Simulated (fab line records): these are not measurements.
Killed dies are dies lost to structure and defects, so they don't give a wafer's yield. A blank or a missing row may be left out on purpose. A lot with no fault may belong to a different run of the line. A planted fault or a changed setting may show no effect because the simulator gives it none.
Lot-split experiment | flow n5_finfet | 7 lots, 21 wafers read, on a route of 1938 steps

== ABOUT THE SPLIT ==
At N5_MOL_CONTACT_COAG_ETCHBACK_135 (etches SiO2 in CHF3, target depth 25 nm, time 16.7 s), the setting time_s was moved away from the recipe's 16.7 s on 7 of the 21 wafers read, by -19.5% to +19.9%. The other wafers ran this setting at the recipe's value.

The reading is taken at the split's own step.

== THE READING ==
SOC_of_MOL_CONTACT_COAG_COAT_75.thk_nm (the simulator's own value, which no gauge read), in nm, at N5_MOL_CONTACT_COAG_ETCHBACK_135 (etches SiO2 in CHF3, target depth 25 nm, time 16.7 s). The file does not state a usual value for it. Here, 14 wafers ran the recipe; their average is 57.5 nm with a standard deviation of 0.16 nm.

wafer  | tool, chamber at the split | time_s as run, s | against the recipe | SOC_of_MOL_CONTACT_COAG_COAT_75.thk_nm, nm | against lot-mates on the recipe
L074.4 | rie_diel-06, 0             | 16.7             | recipe             | 57.6                                       | -
L074.5 | rie_diel-06, 3             | 13.75            | -17.7%             | 58.2                                       | +0.5
L074.6 | rie_diel-06, 2             | 16.7             | recipe             | 57.8                                       | -
L076.2 | rie_diel-06, 2             | 18.61            | +11.4%             | 57.4                                       | -0.1
L076.3 | rie_diel-06, 0             | 16.7             | recipe             | 57.4                                       | -
L076.6 | rie_diel-06, 0             | 16.7             | recipe             | 57.6                                       | -
L080.3 | rie_diel-06, 0,2           | 16.7             | recipe             | 57.4                                       | -
L080.6 | rie_diel-06, 0,2           | 16.7             | recipe             | 57.4                                       | -
L080.4 | rie_diel-06, 1             | 16.7             | recipe             | 57.2                                       | -
L086.1 | rie_diel-03, 3,1           | 20.03            | +19.9%             | 57                                         | -0.6
L086.6 | rie_diel-03, 3,1           | 20.03            | +19.9%             | 57                                         | -0.6
L086.3 | rie_diel-03, 1             | 16.7             | recipe             | 57.6                                       | -
L087.2 | rie_diel-05, 0             | 16.7             | recipe             | 57.6                                       | -
L087.5 | rie_diel-05, 1             | 16.7             | recipe             | 57.8                                       | -
L087.6 | rie_diel-05, 3             | 15.57            | -6.8%              | 57.8                                       | +0.1
L089.4 | rie_diel-03, 1,0           | 16.7             | recipe             | 57.6                                       | -
L089.5 | rie_diel-03, 1,0           | 16.7             | recipe             | 57.6                                       | -
L089.6 | rie_diel-03, 3             | 19.85            | +18.9%             | 57                                         | -0.6
L096.1 | rie_diel-06, 1             | 16.7             | recipe             | 57.4                                       | -
L096.2 | rie_diel-06, 0             | 16.7             | recipe             | 57.6                                       | -
L096.5 | rie_diel-06, 1             | 13.44            | -19.5%             | 58                                         | +0.5
If several chambers appear in one row, that row covers several wafers at once and the file leaves open which wafer was in which chamber.

THE FIT
A straight line over all 21 wafers: SOC_of_MOL_CONTACT_COAG_COAT_75.thk_nm changes by -0.0278 nm for each +1% of time_s; r = -0.89; the points scatter about the line by 0.15 nm.
The same after taking each lot's own level away (the mean of its wafers on the recipe; 21 wafers): -0.0275 nm for each +1%; r = -0.95; scatter 0.096 nm.
Per that fit: largest time_s move, reading shift of 0.55 nm.
Across the lots, their own levels run from 57.33 to 57.70 nm, a range of 2.3 times the standard deviation given above.
The two slopes agree, so the slope changes little with the lot-to-lot level.
Check: for one of the wafers moved furthest among these (+19.9%), held out of the fit, the line's prediction against its lot-mates is -0.538 nm. It came out at -0.6 nm against them.

== FURTHER SPLITS ON THESE WAFERS ==
Other splits were also applied to these wafers ahead of the reading. Each is held against what the fit with the lots' levels taken away leaves over:
other split on the same wafers | wafers away from the commonest value | r with SOC_of_MOL_CONTACT_COAG_COAT_75.thk_nm (lot level and that fit taken away)
N5_HKMG_FIN_PEB_10 peb_time_s  | 8                                    | +0.00
N5_GATE_CUT_ETCH_37 bias_w     | 4                                    | +0.00

== FILE'S OWN FIT ==
SOC_of_MOL_CONTACT_COAG_COAT_75.thk_nm changes by -0.0269 nm for each +1% of time_s, r = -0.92.
